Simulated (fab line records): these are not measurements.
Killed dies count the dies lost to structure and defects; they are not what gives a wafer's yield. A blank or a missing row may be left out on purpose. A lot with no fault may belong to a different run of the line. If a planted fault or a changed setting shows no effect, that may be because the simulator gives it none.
fab line records | flow n5Finfet
[record] lots = 7 wafers = 21
route steps=1938 shown SDB@350 HKMG_FIN@391 MOL_CONTACT_COAG@531 BEOL_M0@715 BEOL_M1@758
startH: hours from the record's first day to the start of the lot's first wafer shown | waitH: how many hours have passed since the lot's step before this one | " identical to the entry in the row above | L1.1+2: a row that stands for several wafers | - value missing, or start not given | * or withheld: withheld | < > ~ a bound
route shown NAME@n: NAME is a module with steps in the file, n the number in the route of the first one | usual: mean and standard deviation over wafers with no fault | same: alike in all rows | chamber/n: place in a boat | sites: the reading at each site | _std_site: how widely they spread, as a standard deviation | _edge_site: outer sites' mean less inner sites' | radiusMm: how far each site lies from the wafer's centre | mask NAME#n: copy n | behind: the tool/chamber that last shaped the wafer | hold: reason for holding the lot/hours on hold/outcome of the hold | device: names the non-switching transistor (n, p or np) | end of line: the route-end tests of the same wafers | a step without rows: its recipe alone | killed: count of dies lost to structure and defects at first sort (not the wafer's yield) | map: a wafer's dies, marking killed ones x, the rest . and places with no die _
set.NAME: setting as actually run; set.NAME@STEP: the setting as run at that earlier step | model.NAME: the simulator's own value behind a step, which no gauge read
lots where settings were altered on purpose, with a table for each step and a row for each wafer
[[steps]]
[step N5_SDB_COAT_05]
[recipe] resist = CAR-ArF spinRpm = 1500 resistThkNm = 90
// columns lot.wafer tool chamber startH waitH set.spinRpm model.CAR-ArF_of_SDB_COAT_05.thkNm
L075.2 lithoTrack-05 0 - - 1500 90.2
L075.3 " 0 " " 1500 89.8
L075.5 " 0 " " 1613 87
L076.2+3+6 lithoTrack-02 0 - - 1500 90.4
L080.2 lithoTrack-04 0 - - 1621 86.8
L080.3 " 0 " " 1621 86.6
L080.5 " 0 " " 1500 90.2
L082.3 lithoTrack-04 0 - - 1500 90
L082.4+6 " 0 " " 1500 89.8
L085.2 lithoTrack-04 0 - - 1568 88
L085.3 " 0 " " 1500 90.2
L085.4 " 0 " " 1500 90
L086.1 lithoTrack-02 0 - - 1500 90.2
L086.4+5 " 0 " " 1636 86.4
L096.1+4 lithoTrack-04 0 - - 1500 90.6
L096.6 " 0 " " 1360 95.2
[step N5_SDB_EBR_07]
[recipe] solvent = PGMEA ebrWidthMm = 1.5
[step N5_SDB_SOFTBAKE_06]
[recipe] tempC = 110 timeS = 60 resist = CAR-ArF
[step N5_SDB_EXPOSE_08]
[recipe] maskId = SDB na = 1.35 sourceShape = conventional sigmaOuter = 0.5 polarization = unpolarized doseMj = 49.6
[step N5_SDB_PEB_09]
[recipe] pebTempC = withheld pebTimeS = 60 resist = CAR-ArF
[step N5_SDB_DEVELOP_10]
[recipe] developTimeS = 30 developer = TMAH resist = CAR-ArF rinseLiquid = diw dry = airSpin devTempC = 23
// columns lot.wafer tool chamber startH waitH set.spinRpm@SDB_COAT_05 model.CAR-ArF_of_SDB_COAT_05.thkNm
L075.2 lithoTrack-02 0 - - 1500 88.6
L075.3 " 0 " " 1500 88.2
L075.5 " 0 " " 1613 85.2
L076.2 lithoTrack-02 0 - - 1500 88.8
L076.3+6 " 0 " " 1500 88.6
L080.2 lithoTrack-02 0 - - 1621 85.2
L080.3 " 0 " " 1621 84.8
L080.5 " 0 " " 1500 88.6
L082.3 lithoTrack-05 0 - - 1500 88.4
L082.4+6 " 0 " " 1500 88.2
L085.2 lithoTrack-04 0 - - 1568 86.2
L085.3 " 0 " " 1500 88.6
L085.4 " 0 " " 1500 88.2
L086.1 lithoTrack-02 0 - - 1500 88.6
L086.4 " 0 " " 1636 84.8
L086.5 " 0 " " 1636 84.6
L096.1 lithoTrack-05 0 - - 1500 88.8
L096.4 " 0 " " 1500 89
L096.6 " 0 " " 1360 93.4
[step N5_HKMG_FIN_COAT_42]
[recipe] resist = SiARC tempC = 220 timeS = 60 spinRpm = 1500 resistThkNm = 35
// columns lot.wafer tool chamber startH waitH set.spinRpm model.SiARC_of_HKMG_FIN_COAT_42.thkNm
L075.2+5 lithoTrack-01 0 - - 1500 35
L075.3 " 0 " " 1414 36
L076.2+3 lithoTrack-03 0 - - 1500 35
L076.6 " 0 " " 1644 33.4
L080.2+5 lithoTrack-03 0 - - 1500 35
L080.3 " 0 " " 1425 35.8
L082.3+4+6 lithoTrack-03 0 - - 1500 34.8
L085.2 lithoTrack-03 0 - - 1343 37
L085.3+4 " 0 " " 1500 35
L086.1+4 lithoTrack-01 0 - - 1428 35.8
L086.5 " 0 " " 1500 35
L096.1 lithoTrack-01 0 - - 1583 34.2
L096.4 " 0 " " 1500 35.2
L096.6 " 0 " " 1500 35
[step N5_HKMG_FIN_COAT_43]
[recipe] resist = CAR-ArF spinRpm = 1500 resistThkNm = 90
[step N5_HKMG_FIN_EBR_45]
[recipe] solvent = PGMEA ebrWidthMm = 1.5
[step N5_HKMG_FIN_DESCUM_53]
[recipe] chemistry = O2 timeS = 7.9 sourcePowerW = 50 biasPowerW = 20 pressureMtorr = 20 rfFrequencyHz = 2.712e+07 tempC = 40 resist = CAR-ArF o2FlowSccm = 225
[step N5_HKMG_FIN_ETCH_54]
[recipe] chemistry = CF4 target = SiARC targetDepthA = 455 maskMaterial = CAR-ArF timeS = 75.8 ionEnergyEv = 80 pressureMtorr = 40 sourceW = 545 biasW = 36 Ar_flow_sccm = 100 cf4FlowSccm = 100 ends = cleared
// columns lot.wafer tool chamber startH waitH set.spinRpm@HKMG_FIN_COAT_42 model.etch.depthNm model.CAR-ArF_of_HKMG_FIN_COAT_43.thkNm
L075.2 rieDiel-04 0 76.20 0.0 1500 35.03 51.2
L075.3 " 1 " " 1414 36.05 50
L075.5 " 3 " " 1500 35.08 51
L076.2 rieDiel-02 2 84.44 0.0 1500 35 50.6
L076.3 " 3 " " 1500 34.99 50.6
L076.6 " 2 " " 1644 33.43 52.2
L080.2 rieDiel-02 1 110.78 0.0 1500 34.96 51
L080.3 " 0 " " 1425 35.8 50
L080.5 " 1 " " 1500 35 50.8
L082.3 rieDiel-04 1 119.09 0.0 1500 34.85 51
L082.4 " 2 " " 1500 34.89 50.4
L082.6 " 3 " " 1500 34.8 51
L085.2 rieDiel-02 2 139.87 0.0 1343 37.02 48.6
L085.3 " 1 " " 1500 34.91 50.4
L085.4 " 0 " " 1500 34.96 50.8
L086.1 rieDiel-04 0 145.86 0.0 1428 35.83 50.2
L086.4 " 3 " " 1428 35.79 50
L086.5 " 0 " " 1500 34.96 51
L096.1 rieDiel-04 3 208.74 0.0 1583 34.21 52
L096.4 " 0 " " 1500 35.19 50.8
L096.6 " 1 " " 1500 35.03 51.2
[step N5_HKMG_FIN_ETCH_35]
[recipe] chemistry = N2/H2 target = SOC targetDepthA = 2158 ionEnergyEv = 65 biasW = 5 sourceW = 3000 timeS = 243.4 pressureMtorr = 30 n2FlowSccm = 200 h2FlowSccm = 200
[usual] rfVppV = 141.6/1.1
// columns lot.wafer tool chamber startH waitH set.sourceW rfVppV model.SOC_of_HKMG_FIN_COAT_29.thkNm model.HKMG_FIN.featureDepthNm model.etch.depthNm
L075.2 rieDiel-06 3 80.02 0.0 3423 135.3 61.6 238.4 238.5
L075.3 " 1 " " 3000 143.1 91.2 209.2 209.2
L075.5 " 2 " " 3423 134.0 62.4 238.2 238.2
L076.2 rieDiel-04 3 88.09 0.0 3000 141.9 83.6 217.4 217.4
L076.3 " 2 " " 2700 147.1 94 206.8 206.8
L076.6 " 2 " " 3000 141.5 77.4 224.2 224.2
L080.2 rieDiel-02 0 114.58 0.0 3314 136.5 73.8 227 227
L080.3 " 2 " " 3000 143.2 83.2 217.8 217.7
L080.5 " 2 " " 3314 136.9 64.4 236.4 236.3
L082.3 rieDiel-04 3 122.85 0.0 3000 141.2 79.2 220.4 220.4
L082.4 " 2 " " 3000 141.5 74 225.6 225.6
L082.6 " 3 " " 3000 141.8 81.2 218.4 218.5
L085.2 rieDiel-04 0 143.39 0.0 3000 142.0 81.8 218.8 218.9
L085.3 " 2 " " 3000 142.4 74 227.4 227.5
L085.4 " 3 " " 3000 140.7 81.4 219.8 219.7
L086.1 rieDiel-02 3 149.70 0.0 2650 150.3 102.8 197 197
L086.4 " 1 " " 2650 145.6 103.2 197 196.9
L086.5 " 3 " " 2650 148.5 103.2 197.6 197.5
L096.1 rieDiel-06 0 212.32 0.0 3000 142.6 78.4 220.2 220.2
L096.4 " 2 " " 3000 143.7 81.8 217.4 217.4
L096.6 " 2 " " 3000 143.1 84.2 216.2 216.2
[step N5_HKMG_FIN_ETCH_86]
[recipe] chemistry = N2/H2 target = SOC targetDepthA = 3932 stopOn = TiN ionEnergyEv = 100 biasW = 61 pressureMtorr = 30 sourceW = 850 n2FlowSccm = 200 h2FlowSccm = 200
// columns lot.wafer tool chamber startH waitH set.targetDepthA model.SOC_of_HKMG_FIN_COAT_85.thkNm
L075.2 rieDiel-06 2 81.04 - 3932 13.4
L075.3 " 3 " " 3775 31.4
L075.5 " 0 " " 3775 30
L076.2 rieDiel-06 3 89.10 - 3932 20.4
L076.3 " 2 " " 3932 13.6
L076.6 " 2 " " 3526 43.4
L080.2+3 rieDiel-06 2,0 115.60 - 4270 8.6
L080.5 " 2 " " 3932 14
L082.3+6 rieDiel-02 0 123.87 - 3932 22.4
L082.4 " 2 " " 3932 15.2
L085.2 rieDiel-04 1 144.41 - 3701 36.2
L085.3 " 3 " " 3701 32
L085.4 " 2 " " 3701 29.2
L086.1 rieDiel-04 2 150.95 - 3577 38.4
L086.4 " 1 " " 3932 20
L086.5 " 1 " " 3577 45.4
L096.1+6 rieDiel-04 1 213.34 - 3932 20.8
L096.4 " 3 " " 3705 32.4
[step N5_MOL_CONTACT_COAG_ETCH_105]
[recipe] chemistry = CF4 target = SiARC targetDepthA = 156 maskMaterial = CAR-EUV timeS = 26 ionEnergyEv = 80 pressureMtorr = 40 sourceW = 545 biasW = 36 Ar_flow_sccm = 100 cf4FlowSccm = 100 ends = cleared
[usual] etchRfOnTimeS = 25.8/0.45 rfVppV = 184.2/1.1
// columns lot.wafer tool chamber startH waitH set.biasW etchRfOnTimeS rfVppV
L075.2 rieDiel-02 2 92.56 0.0 36 25.5 183.8
L075.3 " 3 " " 36 25.4 187.1
L075.5 " 2 " " 30.02 26.9 162.9
L076.2 rieDiel-06 0 100.34 0.0 36 25.7 182.5
L076.3 " 2 " " 36 26.1 183.1
L076.6 " 1 " " 30.89 27.6 169.3
L080.2 rieDiel-04 3 126.26 0.0 34.05 26.1 177.8
L080.3 " 2 " " 34.05 25.2 178.4
L080.5 " 3 " " 34.05 26.0 178.8
L082.3 rieDiel-02 0 134.91 0.0 36 26.6 182.7
L082.4 " 3 " " 36 25.5 186.0
L082.6 " 3 " " 36 25.6 186.0
L085.2 rieDiel-06 1 159.11 0.0 36 26.6 184.3
L085.3 " 0 " " 42.12 24.6 204.5
L085.4 " 2 " " 36 26.3 184.0
L086.1 rieDiel-04 1 163.49 0.0 36 26.1 184.0
L086.4 " 0 " " 41 24.9 200.2
L086.5 " 2 " " 41 24.3 201.2
L096.1 rieDiel-04 1 224.79 0.0 36 25.7 184.2
L096.4 " 2 " " 36 24.7 184.4
L096.6 " 0 " " 36 25.6 185.4
[step N5_MOL_CONTACT_COAG_CONTACT_ETCH_14]
[recipe] chemistry = C4F6/O2 target = SiO2 targetDepthA = 275 overetchA = 85 maskMaterial = SOC pressureMtorr = 30 sourceW = 370 biasW = 185 Ar_flow_sccm = 300 C4F6_flow_sccm = 16 O2_flow_sccm = 10 timeS = 20 ionEnergyEv = 259.6
[usual] rfVppV = 693.3/2.8
// columns lot.wafer tool chamber startH waitH set.sourceW rfVppV
L075.2 rieDiel-02 2 92.69 0.0 370 693.8
L075.3 " 3 " " 370 699.2
L075.5 " 2 " " 370 693.3
L076.2 rieDiel-06 0 100.47 0.0 370 693.4
L076.3 " 2 " " 345.3 708.6
L076.6 " 1 " " 370 693.5
L080.2 rieDiel-04 3 126.39 0.0 370 692.8
L080.3 " 2 " " 370 695.4
L080.5 " 3 " " 370 693.4
L082.3 rieDiel-02 0 135.03 0.0 370 688.8
L082.4 " 3 " " 370 699.2
L082.6 " 3 " " 370 698.5
L085.2 rieDiel-06 1 159.24 0.0 333.8 719.2
L085.3 " 0 " " 333.8 711.0
L085.4 " 2 " " 370 690.2
L086.1 rieDiel-04 1 163.62 0.0 370 692.3
L086.4 " 0 " " 390.2 683.9
L086.5 " 2 " " 390.2 678.3
L096.1 rieDiel-04 1 224.91 0.0 370 692.8
L096.4 " 2 " " 313.4 724.8
L096.6 " 0 " " 313.4 729.5
[step N5_MOL_CONTACT_COAG_EXPOSE_81]
[recipe] maskId = VG na = 0.33 sourceShape = annular sigmaInner = 0.3 sigmaOuter = 0.7 polarization = unpolarized defocusNm = 0 doseMj = 59.5
// columns lot.wafer tool chamber startH waitH mask set.doseMj
L075.2+5 euvScanner-02 0 101.78 - VG#0 59.5
L075.3 " 0 " " VG#0 63.83
L076.2+3 euvScanner-02 0 108.02 - VG#0 61.14
L076.6 " 0 " " VG#0 59.5
L080.2+5 euvScanner-02 0 135.08 - VG#0 59.5
L080.3 " 0 " " VG#0 55.31
L082.3+4+6 euvScanner-02 0 145.20 - VG#0 59.5
L085.2+3 euvScanner-02 0 170.15 - VG#0 63.32
L085.4 " 0 " " VG#0 59.5
L086.1+5 euvScanner-01 0 174.76 - VG#0 59.5
L086.4 " 0 " " VG#0 63.63
L096.1+4 euvScanner-01 0 233.00 - VG#0 59.5
L096.6 " 0 " " VG#0 55.36
[step N5_MOL_CONTACT_COAG_PEB_82]
[recipe] pebTempC = 100 pebTimeS = 60 resist = CAR-EUV
[step N5_MOL_CONTACT_COAG_DEVELOP_83]
[recipe] developTimeS = 30 developer = TMAH resist = CAR-EUV rinseLiquid = surfactantRinse dry = airSpin devTempC = 23
[step N5_MOL_CONTACT_COAG_CD_MEAS_84]
[recipe] targetCdNm = 25.1 landingEnergyEv = 500 detector = seInlens polarity = opening
[usual] cdNm = 25.10/0.25
// columns lot.wafer tool chamber startH waitH set.doseMj@MOL_CONTACT_COAG_EXPOSE_81 cdNm
L075.2 cdSem-02 0 101.92 - 59.5 24.58
L075.3 " 0 " " 63.83 26.45
L075.5 " 0 " " 59.5 24.68
L076.2 cdSem-02 0 108.16 - 61.14 25.62
L076.3 " 0 " " 61.14 25.63
L076.6 " 0 " " 59.5 24.96
L080.2 cdSem-02 0 135.22 - 59.5 25.19
L080.3 " 0 " " 55.31 23.46
L080.5 " 0 " " 59.5 25.19
L082.3 cdSem-01 0 145.33 - 59.5 24.82
L082.4 " 0 " " 59.5 24.99
L082.6 " 0 " " 59.5 24.56
L085.2 cdSem-03 0 170.28 - 63.32 26.23
L085.3 " 0 " " 63.32 26.22
L085.4 " 0 " " 59.5 25.15
L086.1 cdSem-03 0 174.91 - 59.5 25.50
L086.4 " 0 " " 63.63 26.75
L086.5 " 0 " " 59.5 25.49
L096.1 cdSem-02 0 233.14 - 59.5 24.93
L096.4 " 0 " " 59.5 24.76
L096.6 " 0 " " 55.36 24.06
[step N5_MOL_CONTACT_COAG_PRECLEAN_144]
[recipe] chemistry = alkalineClean tempC = 60 timeS = 60 doPpb = 50
[step N5_MOL_CONTACT_COAG_SRD_145]
[recipe] dry = ipaMarangoni timeS = 30 tempC = 23 rinseLiquid = diw
[step N5_MOL_CONTACT_COAG_CD_MEAS_137]
[recipe] targetCdNm = 16
[usual] cdNm = 16.03/0.3
// columns lot.wafer tool chamber startH waitH set.doseMj@MOL_CONTACT_COAG_EXPOSE_81 cdNm
L075.2 cdSem-02 - 102.85 0.0 59.5 16.13
L075.3 " - " " 63.83 17.29
L075.5 " - " " 59.5 16.00
L076.2 cdSem-03 - 109.17 0.0 61.14 16.90
L076.3 " - " " 61.14 17.03
L076.6 " - " " 59.5 16.32
L080.2 cdSem-02 - 136.92 0.0 59.5 16.05
L080.3 " - " " 55.31 14.62
L080.5 " - " " 59.5 15.63
L082.3 cdSem-01 - 146.84 0.0 59.5 16.02
L082.4 " - " " 59.5 15.53
L082.6 " - " " 59.5 15.81
L085.2 cdSem-03 - 171.44 0.0 63.32 17.13
L085.3 " - " " 63.32 16.87
L085.4 " - " " 59.5 16.25
L086.1 cdSem-03 - 176.00 0.0 59.5 16.68
L086.4 " - " " 63.63 17.69
L086.5 " - " " 59.5 16.47
L096.1 cdSem-02 - 235.50 0.0 59.5 15.83
L096.4 " - " " 59.5 16.12
L096.6 " - " " 55.36 14.89
[step N5_MOL_CONTACT_COAG_ETCH_67]
[recipe] chemistry = N2/H2 target = SOC targetDepthA = 600 overetchA = 210 maskMaterial = SiARC tempC = 40 timeS = 101.2 ionEnergyEv = 200 pressureMtorr = 30 sourceW = 840 biasW = 150 n2FlowSccm = 200 h2FlowSccm = 200
[usual] rfVppV = 524.1/2.3
// columns lot.wafer tool chamber startH waitH set.sourceW rfVppV
L075.2 rieDiel-02 2 103.79 0.0 723.9 550.2
L075.3 " 3 " " 840 528.9
L075.5 " 3 " " 840 528.3
L076.2 rieDiel-02 0 109.97 0.0 840 518.0
L076.3 " 1 " " 746 543.5
L076.6 " 0 " " 840 521.1
L080.2 rieDiel-06 3 138.04 0.0 840 522.3
L080.3 " 1 " " 927.9 508.5
L080.5 " 2 " " 927.9 504.2
L082.3 rieDiel-06 2 149.97 0.0 840 520.0
L082.4 " 0 " " 840 523.8
L082.6 " 2 " " 840 523.5
L085.2 rieDiel-02 1 172.63 0.0 840 521.7
L085.3 " 3 " " 884.8 519.2
L085.4 " 2 " " 840 525.9
L086.1 rieDiel-06 0 176.80 0.0 927.4 506.3
L086.4 " 2 " " 927.4 504.1
L086.5 " 3 " " 927.4 505.9
L096.1 rieDiel-04 2 237.80 0.0 840 525.5
L096.4 " 0 " " 840 525.2
L096.6 " 3 " " 954.5 501.7
[step N5_MOL_CONTACT_COAG_VIA_ETCH_117]
[recipe] chemistry = C4F6/O2 targetDepthA = 400 overetchA = 80 maskMaterial = SOC target = SiO2 biasW = 455 pressureMtorr = 10 timeS = 26 sourceW = 325 Ar_flow_sccm = 300 C4F6_flow_sccm = 10 O2_flow_sccm = 10 ionEnergyEv = 575.3 ends = endPoint
[usual] rfVppV = 1582/15
// columns lot.wafer tool chamber startH waitH set.biasW rfVppV
L075.2 rieDiel-02 2 103.91 0.0 528.1 1758
L075.3 " 3 " " 528.1 1793
L075.5 " 3 " " 455 1605
L076.2 rieDiel-02 0 110.09 0.0 455 1563
L076.3 " 1 " " 455 1562
L076.6 " 0 " " 490.1 1650
L080.2 rieDiel-06 3 138.17 0.0 455 1569
L080.3 " 1 " " 455 1589
L080.5 " 2 " " 455 1582
L082.3 rieDiel-06 2 150.09 0.0 455 1583
L082.4 " 0 " " 455 1578
L082.6 " 2 " " 455 1583
L085.2 rieDiel-02 1 172.76 0.0 428.4 1490
L085.3 " 3 " " 455 1606
L085.4 " 2 " " 455 1573
L086.1 rieDiel-06 0 176.93 0.0 390.9 1408
L086.4 " 2 " " 390.9 1414
L086.5 " 3 " " 455 1570
L096.1 rieDiel-04 2 237.92 0.0 455 1583
L096.4 " 0 " " 517.6 1768
L096.6 " 3 " " 455 1601
[step N5_BEOL_M0_ETCH_138]
[recipe] chemistry = CH3F/O2 targetDepthA = 120 target = SiCN timeS = 31.6 ionEnergyEv = 120 pressureMtorr = 30 sourceW = 395 biasW = 75 Ar_flow_sccm = 150 CH3F_flow_sccm = 30 O2_flow_sccm = 20 ends = cleared
[usual] rfVppV = 297.5/1.3
// columns lot.wafer tool chamber startH waitH set.sourceW rfVppV
L075.2 rieDiel-06 0 116.78 0.0 395 297.0
L075.3 " 3 " " 395 296.4
L075.5 " 3 " " 395 297.9
L076.2 rieDiel-02 1 123.17 0.0 465.3 280.4
L076.3 " 0 " " 395 294.2
L076.6 " 1 " " 465.3 281.6
L080.2 rieDiel-06 2 153.49 0.0 395 297.0
L080.3 " 3 " " 395 297.9
L080.5 " 1 " " 395 298.1
L082.3 rieDiel-04 2 162.45 0.0 395 298.1
L082.4 " 1 " " 395 298.1
L082.6 " 0 " " 395 299.9
L085.2 rieDiel-06 3 186.41 0.0 395 297.3
L085.3 " 2 " " 430.4 288.1
L085.4 " 2 " " 430.4 288.5
L086.1 rieDiel-02 3 193.29 0.0 328.5 319.3
L086.4 " 1 " " 395 296.8
L086.5 " 0 " " 395 300.3
L096.1 rieDiel-04 3 249.23 0.0 419.4 290.5
L096.4 " 2 " " 395 297.9
L096.6 " 1 " " 419.4 288.9
[step N5_BEOL_M1_COAT_05]
[recipe] resist = CAR-EUV spinRpm = 1500 resistThkNm = 30
// columns lot.wafer tool chamber startH waitH set.spinRpm model.CAR-EUV_of_BEOL_M1_COAT_05.thkNm
L075.2+5 lithoTrack-01 0 - - 1500 30
L075.3 " 0 " " 1500 29.8
L076.2+3 lithoTrack-01 0 - - 1383 31.2
L076.6 " 0 " " 1500 30
L080.2+3+5 lithoTrack-01 0 - - 1500 30
L082.3+4+6 lithoTrack-04 0 - - 1500 30
L085.2+3 lithoTrack-04 0 - - 1500 30
L085.4 " 0 " " 1593 29
L086.1+4+5 lithoTrack-04 0 - - 1500 30
L096.1 lithoTrack-01 0 - - 1500 30
L096.4+6 " 0 " " 1334 32
[[key]]
[split] step = N5_SDB_COAT_05 setting = spinRpm stated = 1500 by = wafer
[response] step = N5_SDB_COAT_05 reading = model.CAR-ArF_of_SDB_COAT_05.thkNm change = -0.442 per = 1% r = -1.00
[response] step = N5_SDB_DEVELOP_10 reading = model.CAR-ArF_of_SDB_COAT_05.thkNm change = -0.451 per = 1% r = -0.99
[split] step = N5_HKMG_FIN_COAT_42 setting = spinRpm stated = 1500 by = wafer
[response] step = N5_HKMG_FIN_COAT_42 reading = model.SiARC_of_HKMG_FIN_COAT_42.thkNm change = -0.175 per = 1% r = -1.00
[response] step = N5_HKMG_FIN_ETCH_54 reading = model.etch.depthNm change = -0.178 per = 1% r = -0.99
[response] step = N5_HKMG_FIN_ETCH_54 reading = model.CAR-ArF_of_HKMG_FIN_COAT_43.thkNm change = +0.182 per = 1% r = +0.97
[split] step = N5_HKMG_FIN_ETCH_35 setting = sourceW stated = 3000 by = wafer
[response] step = N5_HKMG_FIN_ETCH_35 reading = rfVppV change = -0.591 per = 1% r = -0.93
[response] step = N5_HKMG_FIN_ETCH_35 reading = model.SOC_of_HKMG_FIN_COAT_29.thkNm change = -1.7 per = 1% r = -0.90
[response] step = N5_HKMG_FIN_ETCH_35 reading = model.HKMG_FIN.featureDepthNm change = +1.7 per = 1% r = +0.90
[response] step = N5_HKMG_FIN_ETCH_35 reading = model.etch.depthNm change = +1.71 per = 1% r = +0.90
[split] step = N5_HKMG_FIN_ETCH_86 setting = targetDepthA stated = 3932 by = wafer
[response] step = N5_HKMG_FIN_ETCH_86 reading = model.SOC_of_HKMG_FIN_COAT_85.thkNm change = -2.1 per = 1% r = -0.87
[split] step = N5_MOL_CONTACT_COAG_ETCH_105 setting = biasW stated = 36 by = wafer
[response] step = N5_MOL_CONTACT_COAG_ETCH_105 reading = etchRfOnTimeS change = * per = 1% r = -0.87
[response] step = N5_MOL_CONTACT_COAG_ETCH_105 reading = rfVppV change = +1.19 per = 1% r = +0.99
[split] step = N5_MOL_CONTACT_COAG_CONTACT_ETCH_14 setting = sourceW stated = 370 by = wafer
[response] step = N5_MOL_CONTACT_COAG_CONTACT_ETCH_14 reading = rfVppV change = -2.3 per = 1% r = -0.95
[split] step = N5_MOL_CONTACT_COAG_EXPOSE_81 setting = doseMj stated = 59.5 by = wafer
[response] step = N5_MOL_CONTACT_COAG_CD_MEAS_84 reading = cdNm change = +0.195 per = 1% r = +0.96
[response] step = N5_MOL_CONTACT_COAG_CD_MEAS_137 reading = cdNm change = +0.159 per = 1% r = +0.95
[split] step = N5_MOL_CONTACT_COAG_ETCH_67 setting = sourceW stated = 840 by = wafer
[response] step = N5_MOL_CONTACT_COAG_ETCH_67 reading = rfVppV change = -1.69 per = 1% r = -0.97
[split] step = N5_MOL_CONTACT_COAG_VIA_ETCH_117 setting = biasW stated = 455 by = wafer
[response] step = N5_MOL_CONTACT_COAG_VIA_ETCH_117 reading = rfVppV change = +11.7 per = 1% r = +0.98
[split] step = N5_BEOL_M0_ETCH_138 setting = sourceW stated = 395 by = wafer
[response] step = N5_BEOL_M0_ETCH_138 reading = rfVppV change = -0.996 per = 1% r = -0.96
[split] step = N5_BEOL_M1_COAT_05 setting = spinRpm stated = 1500 by = wafer
[response] step = N5_BEOL_M1_COAT_05 reading = model.CAR-EUV_of_BEOL_M1_COAT_05.thkNm change = -0.17 per = 1% r = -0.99
